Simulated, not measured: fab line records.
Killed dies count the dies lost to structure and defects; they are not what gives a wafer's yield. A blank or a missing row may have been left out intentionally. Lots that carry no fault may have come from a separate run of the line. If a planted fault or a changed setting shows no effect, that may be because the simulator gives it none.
Matching of chambers	flow n5-finfet	N5_BEOL_M7_VIA_ETCH_34 on rie-diel-06: 4 sister chambers
The step etches SiCOH lowk in C4F6/O2, target depth 125.5 nm, time 50.5 s. 8 wafers are shown with their chamber, then 10 later ones without.

== WAFERS PAIRED WITH THEIR CHAMBERS ==
wafer	chamber	showerhead-plenum-p-Torr (Torr)	rf-vpp-V (V)
L086.3	0	2.75	670
L087.3	3	2.70	666
L087.4	1	2.67	644
L091.4	0	2.74	671
L091.5	2	3.05	680
L091.6	1	2.67	643
L093.1	2	3.05	677
L093.2	3	2.70	668

== WAFERS WHOSE CHAMBER IS MISSING ==
wafer	showerhead-plenum-p-Torr (Torr)	rf-vpp-V (V)
L093.5	3.05	677
L092.1	2.70	668
L092.3	3.05	677
L092.4	2.74	671
L095.4	2.66	642
L095.5	2.66	644
L095.6	3.05	680
L096.3	2.69	668
L096.5	2.69	667
L096.6	2.74	671

== THE CHAMBER EACH PASSED THROUGH ==
wafer	from the rows above	in truth
L093.5	2	2
L092.1	3	3
L092.3	2	2
L092.4	0	0
L095.4	1	1
L095.5	1	1
L095.6	2	2
L096.3	3	3
L096.5	3	3
L096.6	0	0
10 of 10 placed correctly. From these rows, 0 cannot be placed. 0 placed wrongly.
How it was worked out, from the rows above alone: a wafer's distance from a chamber is the root of the sum, over the readings, of the square of ((its reading less the chamber's mean) divided by the reading's scatter). If the next closest chamber is less than 2 further off than the closest, the wafer can't be placed; otherwise it belongs to the closest. For every chamber, the mean is computed from those of its wafers that are shown. The scatter: take each reading less its chamber's mean, square it, sum over the shown wafers, divide by the number of wafers less the number of chambers, and take the root.
